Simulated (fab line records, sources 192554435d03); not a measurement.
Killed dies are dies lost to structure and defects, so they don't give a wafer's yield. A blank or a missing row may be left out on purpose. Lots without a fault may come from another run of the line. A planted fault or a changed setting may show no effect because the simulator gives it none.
fab line records | flow n5_finfet
record lots=7 wafers=21
route steps=1938 shown WELL_APT@40 DUMMY_GATE@224 SD_EPI_N@288 SD_EPI_P@295 SD_ACTIVATION@330 SDB@350 HKMG_FIN@422 GATE_CUT@493 MOL_CONTACT_COAG@559
start_h: hours from the record's first day to the start of the lot's first wafer shown | wait_h: hours since the lot's step before | " the same as in the row above | L1.1+2: a row that stands for several wafers | - no value, or no start given | * or withheld: withheld | < > ~ a bound
route shown NAME@n: a module of which the file shows steps, and the number in the route of the first | usual: mean/standard deviation of fault-free wafers | same: alike in all rows | chamber/n: place in a boat | sites: the reading at each site | _std_site: their standard deviation | _edge_site: outer sites' mean less inner sites' | radius_mm: how far each site lies from the wafer's centre | mask NAME#n: copy n | behind: the tool/chamber that last shaped the wafer | hold: why the lot was held/for how many hours/how that ended | device: the transistor (n, p or np) that didn't switch | end of line: the same wafers' tests at the end of the route | a step without rows: its recipe alone | killed: dies lost to structure and defects at the first sort, not the wafer's yield | map: a wafer's dies, x killed, . not, _ none there
set.NAME: the setting as run; set.NAME@STEP: as run at that earlier step | model.NAME: the simulator's own value behind a step, which no gauge read
lots whose settings were changed on purpose; a table a step, a row a wafer
## steps
# step N5_WELL_APT_PEB_23
# recipe peb_temp_c=130 peb_time_s=90
# columns lot.wafer tool chamber start_h wait_h set.peb_temp_c
L085.1 litho_track-01 0 80.78 0.1 130
L085.5+6 " 0 " " 127.1
L086.2 litho_track-01 0 86.69 0.0 132.4
L086.3+6 " 0 " " 130
L087.1+4+5 litho_track-03 0 93.25 0.1 130
L089.1+3 litho_track-01 0 104.71 0.1 128.5
L089.5 " 0 " " 130
L093.1+2+4 litho_track-01 0 129.47 0.1 130
L095.1+2+4 litho_track-01 0 141.20 0.1 130
L096.1+3 litho_track-04 0 147.60 0.1 133
L096.4 " 0 " " 130
# step N5_WELL_APT_DEVELOP_24
# recipe develop_time_s=45 rinse_liquid=surfactant_rinse dry=air_spin dev_temp_c=21
# step N5_WELL_APT_HARDBAKE_29
# recipe temp_c=130 time_s=120
# step N5_WELL_APT_CD_MEAS_25
# recipe target_cd_nm=200 landing_energy_ev=500 detector=se_inlens
# usual cd_nm=199.2/2.9
# columns lot.wafer tool chamber start_h wait_h set.peb_temp_c@WELL_APT_PEB_23 cd_nm
L085.1 cd_sem-01 0 80.90 - 130 198.0
L085.5 " 0 " " 127.1 180.9
L085.6 " 0 " " 127.1 180.8
L086.2 cd_sem-02 0 86.80 - 132.4 209.1
L086.3 " 0 " " 130 199.8
L086.6 " 0 " " 130 195.1
L087.1 cd_sem-02 0 93.37 - 130 200.9
L087.4 " 0 " " 130 199.5
L087.5 " 0 " " 130 201.9
L089.1 cd_sem-01 0 104.82 - 128.5 189.4
L089.3 " 0 " " 128.5 187.0
L089.5 " 0 " " 130 196.5
L093.1 cd_sem-02 0 129.59 - 130 195.0
L093.2 " 0 " " 130 193.8
L093.4 " 0 " " 130 199.3
L095.1 cd_sem-02 0 141.31 - 130 193.8
L095.2 " 0 " " 130 194.4
L095.4 " 0 " " 130 200.1
L096.1 cd_sem-03 0 147.71 - 133 212.8
L096.3 " 0 " " 133 216.8
L096.4 " 0 " " 130 198.0
# step N5_WELL_APT_DESCUM_30
# recipe chemistry=O2 time_s=7.9 source_power_w=50 bias_power_w=20 pressure_mtorr=20 rf_frequency_hz=2.712e+07 temp_c=40 o2_flow_sccm=225
# columns lot.wafer tool chamber start_h wait_h set.time_s set.peb_temp_c@WELL_APT_PEB_23 model.WELL_APT.cd_nm
L085.1 rie_diel-01 2 81.01 0.1 9.604 130 198.2
L085.5+6 " 2,1 " " 7.9 127.1 180.8
L086.2 rie_diel-04 3 86.89 0.0 7.9 132.4 209.2
L086.3 " 2 " " 7.9 130 200
L086.6 " 0 " " 7.9 130 195.4
L087.1 rie_diel-04 2 93.46 0.0 8.944 130 200.8
L087.4 " 3 " " 7.9 130 200
L087.5 " 0 " " 8.944 130 201.7
L089.1 rie_diel-01 2 105.72 0.8 7.9 128.5 189.3
L089.3 " 3 " " 9.34 128.5 186.9
L089.5 " 1 " " 7.9 130 196.5
L093.1 rie_diel-01 1 129.99 0.3 7.9 130 194.8
L093.2 " 0 " " 7.9 130 193.8
L093.4 " 2 " " 7.9 130 199.6
L095.1 rie_diel-04 3 141.41 0.0 7.9 130 193.7
L095.2 " 2 " " 7.9 130 194.8
L095.4 " 0 " " 7.9 130 200.5
L096.1 rie_diel-06 0 148.44 0.7 7.194 133 213.1
L096.3 " 1 " " 7.9 133 216.4
L096.4 " 3 " " 7.9 130 197.9
# step N5_DUMMY_GATE_COAT_28
# recipe resist=underlayer temp_c=205 time_s=60 spin_rpm=1500 resist_thk_nm=10
# columns lot.wafer tool chamber start_h wait_h set.spin_rpm model.underlayer_of_DUMMY_GATE_COAT_28.thk_nm
L085.1+6 litho_track-05 0 - - 1645 9.6
L085.5 " 0 " " 1500 10
L086.2 litho_track-02 0 - - 1346 10.6
L086.3+6 " 0 " " 1500 10
L087.1+4 litho_track-03 0 - - 1500 10
L087.5 " 0 " " 1572 9.8
L089.1+5 litho_track-02 0 - - 1500 10
L089.3 " 0 " " 1374 10.4
L093.1+2+4 litho_track-05 0 - - 1500 10
L095.1+2+4 litho_track-03 0 - - 1500 10
L096.1+3 litho_track-05 0 - - 1554 9.8
L096.4 " 0 " " 1500 10
# step N5_SD_EPI_N_EPI_21
# recipe material=Si:P dopant=P temp_c=680 pressure_torr=255 time_s=690
# columns lot.wafer tool chamber start_h wait_h set.temp_c model.Si-P_of_SD_EPI_N_EPI_21.thk_nm
L085.1+6 epi_rpcvd-03 0 118.93 0.1 680 58.6
L085.5 " 0 120.05 1.1 680 59
L086.2 epi_rpcvd-01 0 122.62 0.4 680 58.4
L086.3+6 " 0 " " 683.3 61.6
L087.1 epi_rpcvd-03 0 134.14 0.1 680 58.6
L087.4 " 0 " " 676.1 54.4
L087.5 " 0 " " 676.1 54.2
L089.1 epi_rpcvd-03 0 144.08 0.1 680 59
L089.3 " 0 " " 678.1 57
L089.5 " 0 " " 678.1 58
L093.1 epi_rpcvd-02 0 168.14 0.1 680 59.8
L093.2 " 0 " " 680 60.2
L093.4 " 0 " " 680 58.2
L095.1 epi_rpcvd-03 0 182.32 0.1 680 58
L095.2 " 0 " " 680 58.2
L095.4 " 0 " " 680 57.4
L096.1+3 epi_rpcvd-01 0 183.62 0.2 676.5 55.2
L096.4 " 0 184.74 1.2 680 58
# step N5_SD_EPI_N_EPI_MEAS_23
# recipe mode=xrd
# usual thk_nm=58.9/1.2
# columns lot.wafer tool chamber start_h wait_h set.temp_c@SD_EPI_N_EPI_21 thk_nm
L085.1 film_metro-02 - 120.65 1.4 680 59.2
L085.5 " - " " 680 58.5
L085.6 " - " " 680 57.6
L086.2 film_metro-01 - 124.05 1.2 680 59.2
L086.3 " - " " 683.3 62.2
L086.6 " - " " 683.3 63.4
L087.1 film_metro-01 - 135.87 1.5 680 58.5
L087.4 " - " " 676.1 52.7
L087.5 " - " " 676.1 53.4
L089.1 film_metro-01 - 145.80 1.4 680 58.3
L089.3 " - " " 678.1 57.6
L089.5 " - " " 678.1 57.4
L093.1 film_metro-02 - 169.86 1.4 680 59.5
L093.2 " - " " 680 60.1
L093.4 " - " " 680 58.9
L095.1 film_metro-01 - 184.04 1.4 680 57.8
L095.2 " - " " 680 58.8
L095.4 " - " " 680 57.3
L096.1 film_metro-01 - 185.91 1.9 676.5 55.3
L096.3 " - " " 676.5 54.1
L096.4 " - " " 680 57.5
# step N5_SD_EPI_N_PRECLEAN_24
# recipe chemistry=O3/DIW time_s=60 temp_c=22 o3_ppm=10
# columns lot.wafer tool chamber start_h wait_h set.temp_c@SD_EPI_N_EPI_21 model.Si-P_of_SD_EPI_N_EPI_21.thk_nm
L085.1 wet_bench-05 5 120.68 0.0 680 58.2
L085.5 " 0 " " 680 58.6
L085.6 " 6 " " 680 58.4
L086.2 wet_bench-02 2 124.09 0.0 680 58
L086.3+6 " 5,4 " " 683.3 61.2
L087.1 wet_bench-05 2 135.91 0.0 680 58.2
L087.4 " 6 " " 676.1 54
L087.5 " 7 " " 676.1 53.8
L089.1 wet_bench-05 5 145.83 0.0 680 58.6
L089.3 " 1 " " 678.1 56.6
L089.5 " 2 " " 678.1 57.6
L093.1 wet_bench-05 2 169.90 0.0 680 59.4
L093.2 " 3 " " 680 59.8
L093.4 " 6 " " 680 57.8
L095.1 wet_bench-02 5 184.07 0.0 680 57.6
L095.2 " 4 " " 680 57.8
L095.4 " 6 " " 680 57
L096.1 wet_bench-02 2 185.95 0.0 676.5 55
L096.3 " 6 " " 676.5 54.8
L096.4 " 0 " " 680 57.6
# step N5_SD_EPI_P_COAT_34
# recipe resist=SOC temp_c=250 time_s=60 spin_rpm=1500 resist_thk_nm=350
# columns lot.wafer tool chamber start_h wait_h set.spin_rpm model.SOC_of_SD_EPI_P_COAT_34.thk_nm
L085.1 litho_track-05 0 121.26 0.0 1500 350.6
L085.5 " 0 " " 1500 350.8
L085.6 " 0 " " 1584 341.2
L086.2 litho_track-02 0 124.64 0.0 1609 337.2
L086.3 " 0 " " 1500 348.8
L086.6 " 0 " " 1500 349
L087.1 litho_track-05 0 136.46 0.0 1500 351
L087.4 " 0 " " 1413 361.2
L087.5 " 0 " " 1500 350.2
L089.1 litho_track-01 0 146.38 0.0 1500 350.8
L089.3 " 0 " " 1500 350.6
L089.5 " 0 " " 1500 350.4
L093.1 litho_track-01 0 170.45 0.0 1500 350
L093.2 " 0 " " 1500 349.8
L093.4 " 0 " " 1500 350.6
L095.1 litho_track-01 0 185.58 0.0 1500 348.4
L095.2 " 0 " " 1500 350
L095.4 " 0 " " 1500 349.8
L096.1 litho_track-02 0 186.57 0.0 1638 335.4
L096.3 " 0 " " 1500 350.6
L096.4 " 0 " " 1500 350.8
# step N5_SD_EPI_P_COAT_35
# recipe resist=SiARC temp_c=220 time_s=60 spin_rpm=1500 resist_thk_nm=35
# step N5_SD_EPI_P_COAT_03
# recipe resist=CAR-ArF-block spin_rpm=1500 resist_thk_nm=150
# step N5_SD_EPI_P_EPI_21
# recipe material=SiGe:B dopant=B temp_c=550 pressure_torr=20 ambient=H2 time_s=355
# step N5_SD_EPI_P_HM_STRIP_48
# recipe chemistry=H3PO4 temp_c=160 material=SiNx target=SiNx target_depth_a=30 overetch_fraction=0.3
# columns lot.wafer tool chamber start_h wait_h set.temp_c@SD_EPI_N_EPI_21 model.Si-P_of_SD_EPI_N_EPI_21.thk_nm
L085.1+6 wet_bench-06 7,0 125.17 0.0 680 58
L085.5 " 3 " " 680 58.4
L086.2 wet_bench-06 7 128.86 0.0 680 57.8
L086.3+6 " 0,1 " " 683.3 61
L087.1 wet_bench-04 1 140.52 0.0 680 57.8
L087.4 " 3 " " 676.1 53.8
L087.5 " 7 " " 676.1 53.6
L089.1 wet_bench-04 6 150.30 0.0 680 58.4
L089.3 " 2 " " 678.1 56.4
L089.5 " 1 " " 678.1 57.2
L093.1 wet_bench-04 2 174.36 0.0 680 59
L093.2 " 4 " " 680 59.6
L093.4 " 5 " " 680 57.6
L095.1 wet_bench-06 6 189.61 0.0 680 57.4
L095.2 " 4 " " 680 57.6
L095.4 " 0 " " 680 56.8
L096.1 wet_bench-01 6 190.73 0.0 676.5 54.6
L096.3 " 5 " " 676.5 54.4
L096.4 " 4 " " 680 57.2
# step N5_SD_EPI_P_SRD_49
# recipe dry=ipa_marangoni time_s=30 temp_c=23 rinse_liquid=diw
# step N5_SD_EPI_P_PRECLEAN_24
# recipe chemistry=O3/DIW time_s=45 temp_c=22 o3_ppm=10
# step N5_SD_ACTIVATION_RTA_00
# recipe temp_c=975 time_s=0 ambient=N2 idle_temp_c=600 ramp_up_c_per_s=150 ramp_down_c_per_s=60 cool_to_c=600
# step N5_SD_ACTIVATION_LSA_01
# recipe temp_c=1080 time_s=0.0008 ambient=N2
# step N5_SD_ACTIVATION_RS_MEAS_03
# recipe thk_meas_gauge=four-point-probe
# usual RS_SD_N=21.93/0.3 RS_SD_P=56.0/1
# columns lot.wafer tool chamber start_h wait_h set.temp_c@SD_EPI_N_EPI_21 RS_SD_N[ohm/sq] RS_SD_P[ohm/sq]
L085.1 film_metro-02 - 125.76 0.2 680 21.88 56.1
L085.5 " - " " 680 22.00 56.8
L085.6 " - " " 680 22.17 55.8
L086.2 film_metro-02 - 129.46 0.2 680 21.92 56.9
L086.3 " - " " 683.3 20.85 57.1
L086.6 " - " " 683.3 20.97 57.5
L087.1 film_metro-02 - 142.07 0.2 680 22.08 56.0
L087.4 " - " " 676.1 23.50 56.8
L087.5 " - " " 676.1 23.69 56.0
L089.1 film_metro-01 - 150.87 0.2 680 22.01 57.8
L089.3 " - " " 678.1 22.82 56.7
L089.5 " - " " 678.1 22.21 56.8
L093.1 film_metro-02 - 174.93 0.2 680 21.42 55.2
L093.2 " - " " 680 21.39 55.8
L093.4 " - " " 680 22.15 56.3
L095.1 film_metro-02 - 190.18 0.2 680 22.10 56.5
L095.2 " - " " 680 21.98 57.4
L095.4 " - " " 680 22.27 56.8
L096.1 film_metro-01 - 191.29 0.2 676.5 23.53 56.5
L096.3 " - " " 676.5 23.40 56.7
L096.4 " - " " 680 22.50 56.1
# step N5_SDB_COAT_05
# recipe resist=CAR-ArF spin_rpm=1500 resist_thk_nm=90
# columns lot.wafer tool chamber start_h wait_h set.spin_rpm model.CAR-ArF_of_SDB_COAT_05.thk_nm
L085.1 litho_track-03 0 - - 1359 94.6
L085.5+6 " 0 " " 1500 90.2
L086.2+3 litho_track-04 0 - - 1500 90.2
L086.6 " 0 " " 1627 86.6
L087.1+5 litho_track-05 0 - - 1665 85.4
L087.4 " 0 " " 1665 85.6
L089.1 litho_track-04 0 - - 1638 86.2
L089.3 " 0 " " 1500 90.2
L089.5 " 0 " " 1638 86.4
L093.1+2 litho_track-04 0 - - 1500 89.8
L093.4 " 0 " " 1616 86.6
L095.1 litho_track-05 0 - - 1500 90.2
L095.2 " 0 " " 1500 89.8
L095.4 " 0 " " 1500 89.6
L096.1+4 litho_track-03 0 - - 1500 90.2
L096.3 " 0 " " 1393 93.4
# step N5_SDB_EBR_07
# recipe solvent=PGMEA ebr_width_mm=1.5
# step N5_SDB_SOFTBAKE_06
# recipe temp_c=110 time_s=60 resist=CAR-ArF
# step N5_SDB_DESCUM_16
# recipe chemistry=O2 time_s=7.9 source_power_w=50 bias_power_w=20 pressure_mtorr=20 rf_frequency_hz=2.712e+07 temp_c=40 resist=CAR-ArF o2_flow_sccm=225
# step N5_SDB_ETCH_17
# recipe chemistry=CF4 target=SiARC target_depth_a=234 mask_material=CAR-ArF time_s=39 ion_energy_ev=80 pressure_mtorr=40 source_w=545 bias_w=36 Ar_flow_sccm=100 cf4_flow_sccm=100 ends=cleared
# columns lot.wafer tool chamber start_h wait_h set.spin_rpm@SDB_COAT_05 model.CAR-ArF_of_SDB_COAT_05.thk_nm
L085.1 rie_diel-06 1 133.10 0.0 1359 71
L085.5+6 " 1,0 " " 1500 66.8
L086.2+3 rie_diel-04 2,3 136.66 0.0 1500 66.8
L086.6 " 3 " " 1627 63.4
L087.1+5 rie_diel-01 1 149.47 0.0 1665 62
L087.4 " 2 " " 1665 62.4
L089.1 rie_diel-01 1 158.20 0.0 1638 62.8
L089.3 " 0 " " 1500 66.8
L089.5 " 1 " " 1638 63
L093.1 rie_diel-06 1 182.52 0.0 1500 66.4
L093.2 " 3 " " 1500 66.6
L093.4 " 2 " " 1616 63
L095.1 rie_diel-06 1 197.93 0.0 1500 66.6
L095.2 " 3 " " 1500 66.4
L095.4 " 2 " " 1500 66.2
L096.1 rie_diel-06 0 198.62 0.0 1500 66.8
L096.3 " 2 " " 1393 69.8
L096.4 " 1 " " 1500 66.6
# step N5_HKMG_FIN_COAT_29
# recipe resist=SOC temp_c=250 time_s=60 spin_rpm=1500 resist_thk_nm=300
# columns lot.wafer tool chamber start_h wait_h set.spin_rpm model.SOC_of_HKMG_FIN_COAT_29.thk_nm
L085.1 litho_track-01 0 142.25 0.2 1601 289.6
L085.5 " 0 " " 1500 299
L085.6 " 0 " " 1601 288.8
L086.2 litho_track-04 0 145.26 0.2 1557 295
L086.3 " 0 " " 1557 295.8
L086.6 " 0 " " 1500 300.8
L087.1 litho_track-01 0 158.13 0.2 1573 292.4
L087.4 " 0 " " 1573 292
L087.5 " 0 " " 1500 300
L089.1 litho_track-02 0 167.36 0.2 1500 300.8
L089.3 " 0 " " 1500 300.6
L089.5 " 0 " " 1500 299.6
L093.1 litho_track-02 0 191.01 0.2 1500 301.6
L093.2 " 0 " " 1635 288.6
L093.4 " 0 " " 1635 289.6
L095.1 litho_track-04 0 206.52 0.2 1500 301
L095.2 " 0 " " 1500 300.4
L095.4 " 0 " " 1500 301.4
L096.1 litho_track-02 0 207.03 0.2 1653 287.2
L096.3 " 0 " " 1500 300
L096.4 " 0 " " 1500 300.4
# step N5_GATE_CUT_ETCH_37
# recipe chemistry=N2/H2 target=SOC target_depth_a=600 overetch_a=120 mask_material=SiARC temp_c=40 time_s=90 ion_energy_ev=200 pressure_mtorr=30 source_w=840 bias_w=150 n2_flow_sccm=200 h2_flow_sccm=200
# usual rf_vpp_V=524.4/2.4
# columns lot.wafer tool chamber start_h wait_h set.bias_w rf_vpp_V
L085.1 rie_diel-02 3 152.04 0.0 150 525.6
L085.5 " 0 " " 131 483.2
L085.6 " 1 " " 131 481.6
L086.2 rie_diel-05 0 155.19 0.0 128.4 470.7
L086.3 " 3 " " 128.4 476.4
L086.6 " 1 " " 128.4 475.5
L087.1 rie_diel-02 1 167.15 0.0 150 525.7
L087.4 " 0 " " 150 524.7
L087.5 " 3 " " 124.1 466.1
L089.1 rie_diel-03 1 176.20 0.0 150 524.1
L089.3 " 3 " " 150 527.1
L089.5 " 3 " " 150 525.3
L093.1 rie_diel-02 3 199.72 0.0 164.7 556.7
L093.2 " 0 " " 150 527.0
L093.4 " 2 " " 164.7 553.0
L095.1 rie_diel-05 0 215.60 0.0 150 520.8
L095.2 " 2 " " 150 522.3
L095.4 " 0 " " 150 520.4
L096.1 rie_diel-03 2 217.26 0.0 150 525.9
L096.3 " 1 " " 150 523.4
L096.4 " 3 " " 150 527.0
# step N5_MOL_CONTACT_COAG_ALD_27
# recipe material=SiOC target_thk_a=170 temp_c=400 ald_precursor_family=carbosiloxane ald_co_reactant=H2-plasma pulse_time_s=1.5 time_s=2720 purge_time_s=2 co_reactant_purge_time_s=2 ald_cycles=340 pressure_torr=2
# columns lot.wafer tool chamber start_h wait_h set.time_s model.SiOC_of_MOL_CONTACT_COAG_ALD_27.thk_nm
L085.1+6 ald_sin-02 1,3 163.46 0.0 2720 17
L085.5 " 2 " " 2130 13.4
L086.2+3 ald_sin-02 2,1 166.99 0.0 3008 17
L086.6 " 0 " " 2720 17
L087.1+5 ald_sin-04 1 179.79 0.5 2528 15.8
L087.4 " 0 " " 2720 17
L089.1+3+5 ald_sin-01 0,3,0 186.69 1.3 2720 17.2
L093.1 ald_sin-02 3 210.19 0.0 2527 15.8
L093.2+4 " 0,2 " " 2720 17
L095.1+2+4 ald_sin-02 3,2,0 227.89 0.2 2720 17
L096.1 ald_sin-04 0 228.11 0.1 3117 17.2
L096.3 " 1 " " 2720 17
L096.4 " 2 " " 3117 17
# step N5_MOL_CONTACT_COAG_PECVD_31
# recipe material=SiO2 target_thk_a=460 temp_c=400 precursor=TEOS/O2 pressure_torr=6.5 rf_w=withheld teos_flow_sccm=withheld gas=O2 flow_sccm=2650 time_s=8.9
# columns lot.wafer tool chamber start_h wait_h set.temp_c model.SiO2_of_MOL_CONTACT_COAG_PECVD_31.thk_nm
L085.1 pecvd-02 2 166.21 0.3 410.1 43
L085.5 " 2 " " 400 46.6
L085.6 " 0 " " 400 44.8
L086.2 pecvd-03 1 169.43 0.3 400 45
L086.3 " 0 " " 410.7 42.6
L086.6 " 1 " " 400 45.6
L087.1 pecvd-01 1 182.60 0.3 400 45.6
L087.4 " 2 " " 400 47
L087.5 " 0 " " 411.5 43.6
L089.1 pecvd-02 1 189.25 0.3 400 44.4
L089.3 " 0 " " 415.9 40.2
L089.5 " 1 " " 400 45.4
L093.1 pecvd-02 1 212.60 0.3 400 44.6
L093.2 " 2 " " 400 46.2
L093.4 " 1 " " 393.3 47.4
L095.1+2 pecvd-01 2,1 230.29 0.3 400 45.6
L095.4 " 0 " " 400 46.8
L096.1 pecvd-02 1 230.78 0.3 400 45
L096.3 " 0 " " 400 45.4
L096.4 " 2 " " 400 47.2
# step N5_MOL_CONTACT_COAG_COAT_75
# recipe resist=SOC temp_c=250 time_s=60 spin_rpm=1500 resist_thk_nm=60
# step N5_MOL_CONTACT_COAG_COAT_76
# recipe resist=SiARC temp_c=220 time_s=60 spin_rpm=1500 resist_thk_nm=10
# step N5_MOL_CONTACT_COAG_ETCHBACK_135
# recipe chemistry=CHF3 target=SiO2 target_depth_a=250 time_s=16.7 ion_energy_ev=200 pressure_mtorr=30 source_w=610 bias_w=170 Ar_flow_sccm=200 CHF3_flow_sccm=50
# step N5_MOL_CONTACT_COAG_STRIP_118
# recipe chemistry=CHF3 resist=SiARC rf_frequency_hz=6e+07
# step N5_MOL_CONTACT_COAG_VIA_ETCH_46
# recipe chemistry=C4F6/O2 target_depth_a=460 overetch_a=92 mask_material=SOC target=SiO2 bias_w=455 pressure_mtorr=10 time_s=40 source_w=325 Ar_flow_sccm=300 C4F6_flow_sccm=10 O2_flow_sccm=10 ion_energy_ev=575.3 ends=end_point
# columns lot.wafer tool chamber start_h wait_h set.temp_c@MOL_CONTACT_COAG_PECVD_31 model.etch.depth_nm
L085.1 rie_diel-01 3 167.19 0.0 410.1 42.95
L085.5 " 1 " " 400 46.7
L085.6 " 0 " " 400 44.82
L086.2 rie_diel-01 0 170.84 0.0 400 45.1
L086.3 " 3 " " 410.7 42.65
L086.6 " 3 " " 400 45.57
L087.1 rie_diel-01 3 185.48 0.0 400 45.63
L087.4 " 3 " " 400 46.94
L087.5 " 0 " " 411.5 43.67
L089.1 rie_diel-04 0 190.51 0.0 400 44.35
L089.3 " 2 " " 415.9 40.2
L089.5 " 1 " " 400 45.48
L093.1 rie_diel-01 2 213.64 0.0 400 44.68
L093.2 " 1 " " 400 46.22
L093.4 " 0 " " 393.3 47.41
L095.1 rie_diel-06 2 231.38 0.0 400 45.66
L095.2 " 3 " " 400 45.57
L095.4 " 0 " " 400 46.86
L096.1 rie_diel-01 2 232.12 0.0 400 45.05
L096.3 " 3 " " 400 45.48
L096.4 " 2 " " 400 47.11
## key
split step=N5_WELL_APT_PEB_23 setting=peb_temp_c stated=130 by=wafer
response step=N5_WELL_APT_CD_MEAS_25 reading=cd_nm change=+7.2 per=1% r=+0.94
response step=N5_WELL_APT_DESCUM_30 reading=model.WELL_APT.cd_nm change=+7.23 per=1% r=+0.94
split step=N5_WELL_APT_DESCUM_30 setting=time_s stated=7.9 by=wafer
response none clear
split step=N5_DUMMY_GATE_COAT_28 setting=spin_rpm stated=1500 by=wafer
response step=N5_DUMMY_GATE_COAT_28 reading=model.underlayer_of_DUMMY_GATE_COAT_28.thk_nm change=-0.0493 per=1% r=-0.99
split step=N5_SD_EPI_N_EPI_21 setting=temp_c stated=680 by=wafer
response step=N5_SD_EPI_N_EPI_21 reading=model.Si-P_of_SD_EPI_N_EPI_21.thk_nm change=+6.48 per=1% r=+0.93
response step=N5_SD_EPI_N_EPI_MEAS_23 reading=thk_nm change=* per=1% r=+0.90
response step=N5_SD_EPI_N_PRECLEAN_24 reading=model.Si-P_of_SD_EPI_N_EPI_21.thk_nm change=+6.42 per=1% r=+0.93
response step=N5_SD_EPI_P_HM_STRIP_48 reading=model.Si-P_of_SD_EPI_N_EPI_21.thk_nm change=+6.33 per=1% r=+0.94
response step=N5_SD_ACTIVATION_RS_MEAS_03 reading=RS_SD_N change=-2.2 per=1% r=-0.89
split step=N5_SD_EPI_P_COAT_34 setting=spin_rpm stated=1500 by=wafer
response step=N5_SD_EPI_P_COAT_34 reading=model.SOC_of_SD_EPI_P_COAT_34.thk_nm change=-1.68 per=1% r=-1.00
split step=N5_SDB_COAT_05 setting=spin_rpm stated=1500 by=wafer
response step=N5_SDB_COAT_05 reading=model.CAR-ArF_of_SDB_COAT_05.thk_nm change=-0.437 per=1% r=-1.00
response step=N5_SDB_ETCH_17 reading=model.CAR-ArF_of_SDB_COAT_05.thk_nm change=-0.431 per=1% r=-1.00
split step=N5_HKMG_FIN_COAT_29 setting=spin_rpm stated=1500 by=wafer
response step=N5_HKMG_FIN_COAT_29 reading=model.SOC_of_HKMG_FIN_COAT_29.thk_nm change=-1.38 per=1% r=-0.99
split step=N5_GATE_CUT_ETCH_37 setting=bias_w stated=150 by=wafer
response step=N5_GATE_CUT_ETCH_37 reading=rf_vpp_V change=+3.32 per=1% r=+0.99
split step=N5_MOL_CONTACT_COAG_ALD_27 setting=time_s stated=2720 by=wafer
response step=N5_MOL_CONTACT_COAG_ALD_27 reading=model.SiOC_of_MOL_CONTACT_COAG_ALD_27.thk_nm shape=bent at_lowest=13.4 at_stated=17.05 at_highest=17.1
split step=N5_MOL_CONTACT_COAG_PECVD_31 setting=temp_c stated=400 by=wafer
response step=N5_MOL_CONTACT_COAG_PECVD_31 reading=model.SiO2_of_MOL_CONTACT_COAG_PECVD_31.thk_nm change=-1.08 per=1% r=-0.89
response step=N5_MOL_CONTACT_COAG_VIA_ETCH_46 reading=model.etch.depth_nm change=-1.08 per=1% r=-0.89
